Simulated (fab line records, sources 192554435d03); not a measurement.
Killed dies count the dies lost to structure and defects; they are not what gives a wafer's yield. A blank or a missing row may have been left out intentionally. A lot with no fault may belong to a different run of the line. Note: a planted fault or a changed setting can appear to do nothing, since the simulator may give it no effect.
The tool behind it: which one? / flow n5-finfet / 24 lots with 72 wafers sampled at 3 steps, on a route of 1938 steps

## WHAT THE GAUGES SHOWED, per wafer
N5_BEOL_M10_CD_MEAS_18: pitch 140 nm, target cd 70 nm.
lot=L074; measured=day 10 13:05; on=cd-sem-03; cd-nm (nm)=69.4 69.8 69.4
lot=L076; measured=day 10 13:21; on=cd-sem-01; cd-nm (nm)=69.4 69.8 69.4
lot=L075; measured=day 10 17:52; on=cd-sem-02; cd-nm (nm)=68.9 68.5 69.4
lot=L077; measured=day 11 06:09; on=cd-sem-02; cd-nm (nm)=68.9 68.7 68.8
lot=L079; measured=day 11 19:26; on=cd-sem-03; cd-nm (nm)=69.5 68.1 69.4
lot=L078; measured=day 11 19:34; on=cd-sem-01; cd-nm (nm)=69.6 69.1 69.9
lot=L080; measured=day 11 19:59; on=cd-sem-03; cd-nm (nm)=69.4 69.4 69.8
lot=L081; measured=day 12 09:05; on=cd-sem-02; cd-nm (nm)=69.7 69.1 69.8
lot=L083; measured=day 12 19:31; on=cd-sem-03; cd-nm (nm)=69.6 68.9 70.1
lot=L084; measured=day 12 23:18; on=cd-sem-02; cd-nm (nm)=70.4 70.3 69.5
lot=L082; measured=day 13 04:25; on=cd-sem-02; cd-nm (nm)=69.5 69.5 69.6
lot=L085; measured=day 13 07:46; on=cd-sem-02; cd-nm (nm)=68.8 69.6 69.3
lot=L086; measured=day 13 11:31; on=cd-sem-01; cd-nm (nm)=69.3 68.6 69.0
lot=L087; measured=day 13 12:14; on=cd-sem-03; cd-nm (nm)=70.2 69.9 69.7
lot=L089; measured=day 13 18:38; on=cd-sem-01; cd-nm (nm)=69.7 69.0 69.8
lot=L088; measured=day 14 06:13; on=cd-sem-03; cd-nm (nm)=70.3 68.4 69.6
lot=L092; measured=day 14 10:24; on=cd-sem-01; cd-nm (nm)=70.0 69.2 69.6
lot=L090; measured=day 14 10:41; on=cd-sem-02; cd-nm (nm)=69.4 69.7 69.1
lot=L091; measured=day 14 10:52; on=cd-sem-02; cd-nm (nm)=69.8 69.3 70.0
lot=L093; measured=day 14 14:14; on=cd-sem-02; cd-nm (nm)=70.1 68.8 69.8
lot=L094; measured=day 15 07:56; on=cd-sem-02; cd-nm (nm)=69.2 69.8 69.6
lot=L095; measured=day 15 12:11; on=cd-sem-02; cd-nm (nm)=68.6 68.4 69.3
lot=L096; measured=day 15 15:25; on=cd-sem-01; cd-nm (nm)=68.8 69.6 69.0
lot=L097; measured=day 15 23:28; on=cd-sem-03; cd-nm (nm)=69.5 69.1 70.0

N5_BEOL_M10_CD_MEAS_28 targets a cd of 70 nm.
lot=L074; measured=day 10 15:56; on=cd-sem-01; cd-nm (nm)=69.8 70.0 68.5
lot=L076; measured=day 10 16:06; on=cd-sem-01; cd-nm (nm)=69.6 69.9 69.6
lot=L075; measured=day 10 19:08; on=cd-sem-01; cd-nm (nm)=69.8 70.8 70.4
lot=L077; measured=day 11 09:38; on=cd-sem-01; cd-nm (nm)=70.5 69.9 71.5
lot=L079; measured=day 11 21:25; on=cd-sem-01; cd-nm (nm)=67.1 68.7 68.2
lot=L078; measured=day 11 21:35; on=cd-sem-02; cd-nm (nm)=70.8 70.2 70.7
lot=L080; measured=day 11 21:46; on=cd-sem-01; cd-nm (nm)=68.9 70.0 68.9
lot=L081; measured=day 12 09:34; on=cd-sem-01; cd-nm (nm)=70.5 70.4 71.7
lot=L083; measured=day 12 19:48; on=cd-sem-01; cd-nm (nm)=67.6 69.9 68.8
lot=L084; measured=day 13 02:37; on=cd-sem-03; cd-nm (nm)=69.1 66.8 67.7
lot=L082; measured=day 13 05:31; on=cd-sem-03; cd-nm (nm)=70.3 69.7 70.5
lot=L085; measured=day 13 08:07; on=cd-sem-01; cd-nm (nm)=69.5 67.9 69.0
lot=L086; measured=day 13 11:49; on=cd-sem-01; cd-nm (nm)=68.6 69.8 69.2
lot=L087; measured=day 13 12:57; on=cd-sem-02; cd-nm (nm)=67.8 67.8 67.7
lot=L089; measured=day 13 20:35; on=cd-sem-02; cd-nm (nm)=68.9 68.7 68.3
lot=L088; measured=day 14 08:38; on=cd-sem-01; cd-nm (nm)=68.1 67.2 67.9
lot=L092; measured=day 14 10:51; on=cd-sem-01; cd-nm (nm)=69.0 70.4 68.9
lot=L090; measured=day 14 12:13; on=cd-sem-03; cd-nm (nm)=69.5 69.2 67.5
lot=L091; measured=day 14 12:25; on=cd-sem-01; cd-nm (nm)=70.7 68.5 70.8
lot=L093; measured=day 14 17:09; on=cd-sem-02; cd-nm (nm)=70.0 67.7 69.6
lot=L094; measured=day 15 09:16; on=cd-sem-01; cd-nm (nm)=69.7 68.2 68.9
lot=L095; measured=day 15 12:35; on=cd-sem-01; cd-nm (nm)=69.8 68.4 71.0
lot=L096; measured=day 15 17:39; on=cd-sem-02; cd-nm (nm)=68.4 68.4 66.7
lot=L097; measured=day 16 02:41; on=cd-sem-01; cd-nm (nm)=68.3 69.8 69.3

## WHICH TOOL RAN EACH LOT (tool, then ch and the chambers of the sampled wafers, then the start)
lot=L074; N5_BEOL_M10_HM_DEP_02=pvd-sputter-01, day 10 11:58
lot=L076; N5_BEOL_M10_HM_DEP_02=pvd-sputter-01, day 10 12:04
lot=L075; N5_BEOL_M10_HM_DEP_02=pvd-sputter-01, day 10 16:47
lot=L077; N5_BEOL_M10_HM_DEP_02=pvd-sputter-03, day 11 05:06
lot=L079; N5_BEOL_M10_HM_DEP_02=pvd-sputter-01, day 11 18:19
lot=L078; N5_BEOL_M10_HM_DEP_02=pvd-sputter-03, day 11 18:28
lot=L080; N5_BEOL_M10_HM_DEP_02=pvd-sputter-03, day 11 18:56
lot=L081; N5_BEOL_M10_HM_DEP_02=pvd-sputter-02, day 12 08:05
lot=L083; N5_BEOL_M10_HM_DEP_02=pvd-sputter-02, day 12 18:35
lot=L084; N5_BEOL_M10_HM_DEP_02=pvd-sputter-03, day 12 22:14
lot=L082; N5_BEOL_M10_HM_DEP_02=pvd-sputter-02, day 13 03:01
lot=L085; N5_BEOL_M10_HM_DEP_02=pvd-sputter-02, day 13 06:44
lot=L086; N5_BEOL_M10_HM_DEP_02=pvd-sputter-02, day 13 09:54
lot=L087; N5_BEOL_M10_HM_DEP_02=pvd-sputter-01, day 13 10:47
lot=L089; N5_BEOL_M10_HM_DEP_02=pvd-sputter-03, day 13 17:35
lot=L088; N5_BEOL_M10_HM_DEP_02=pvd-sputter-01, day 14 04:46
lot=L092; N5_BEOL_M10_HM_DEP_02=pvd-sputter-02, day 14 09:04
lot=L090; N5_BEOL_M10_HM_DEP_02=pvd-sputter-03, day 14 09:23
lot=L091; N5_BEOL_M10_HM_DEP_02=pvd-sputter-03, day 14 09:49
lot=L093; N5_BEOL_M10_HM_DEP_02=pvd-sputter-02, day 14 13:04
lot=L094; N5_BEOL_M10_HM_DEP_02=pvd-sputter-03, day 15 06:42
lot=L095; N5_BEOL_M10_HM_DEP_02=pvd-sputter-02, day 15 10:11
lot=L096; N5_BEOL_M10_HM_DEP_02=pvd-sputter-03, day 15 14:22
lot=L097; N5_BEOL_M10_HM_DEP_02=pvd-sputter-02, day 15 22:22
- N5_BEOL_M10_HM_DEP_02: deposits TiN, target thk 20 nm.

## WHAT THE TOOLS THEMSELVES READ (means of the sampled wafers that have a number; where no wafer has one, the mark that the record gives instead)
N5_BEOL_M10_HM_DEP_02.
lot=L074; tool=pvd-sputter-01; throttle-valve-pct (%)=30.3
lot=L076; tool=pvd-sputter-01; throttle-valve-pct (%)=29.0
lot=L075; tool=pvd-sputter-01; throttle-valve-pct (%)=28.6
lot=L077; tool=pvd-sputter-03; throttle-valve-pct (%)=30.4
lot=L079; tool=pvd-sputter-01; throttle-valve-pct (%)=30.7
lot=L078; tool=pvd-sputter-03; throttle-valve-pct (%)=29.1
lot=L080; tool=pvd-sputter-03; throttle-valve-pct (%)=29.9
lot=L081; tool=pvd-sputter-02; throttle-valve-pct (%)=30.7
lot=L083; tool=pvd-sputter-02; throttle-valve-pct (%)=29.7
lot=L084; tool=pvd-sputter-03; throttle-valve-pct (%)=29.6
lot=L082; tool=pvd-sputter-02; throttle-valve-pct (%)=30.4
lot=L085; tool=pvd-sputter-02; throttle-valve-pct (%)=30.6
lot=L086; tool=pvd-sputter-02; throttle-valve-pct (%)=30.8
lot=L087; tool=pvd-sputter-01; throttle-valve-pct (%)=29.7
lot=L089; tool=pvd-sputter-03; throttle-valve-pct (%)=29.5
lot=L088; tool=pvd-sputter-01; throttle-valve-pct (%)=30.2
lot=L092; tool=pvd-sputter-02; throttle-valve-pct (%)=29.8
lot=L090; tool=pvd-sputter-03; throttle-valve-pct (%)=29.5
lot=L091; tool=pvd-sputter-03; throttle-valve-pct (%)=29.2
lot=L093; tool=pvd-sputter-02; throttle-valve-pct (%)=30.0
lot=L094; tool=pvd-sputter-03; throttle-valve-pct (%)=29.9
lot=L095; tool=pvd-sputter-02; throttle-valve-pct (%)=29.3
lot=L096; tool=pvd-sputter-03; throttle-valve-pct (%)=29.7
lot=L097; tool=pvd-sputter-02; throttle-valve-pct (%)=29.9

## THE ANSWER, worked out from the rows above alone
Rule: the lots themselves supply what counts as usual. The widest of any qualifying gaps counts: lots, ordered by their means at a reading, are off when they make up no more than a third of the lots, leave a main group of 4 or more, and stand apart from it by 3 or more times the standard deviation of that group's means. A main group whose means are all the same, to the digits that the tables above print for the reading, isn't used. Also off: a lot with no number at a reading for which 4 or more lots have one. Any other lot the step has rows for is counted as sound. After the gauges, taken in route order, come the tools' own readings; for these a lot's mean is taken, as printed above. The first step at which some lot is off is used, and at that step the reading that is off furthest; a lot without a number counts as furthest.
No lot is off on any of the readings shown, so nothing can be concluded from this.

## WHAT HAD BEEN PUT IN BY THE SIMULATOR
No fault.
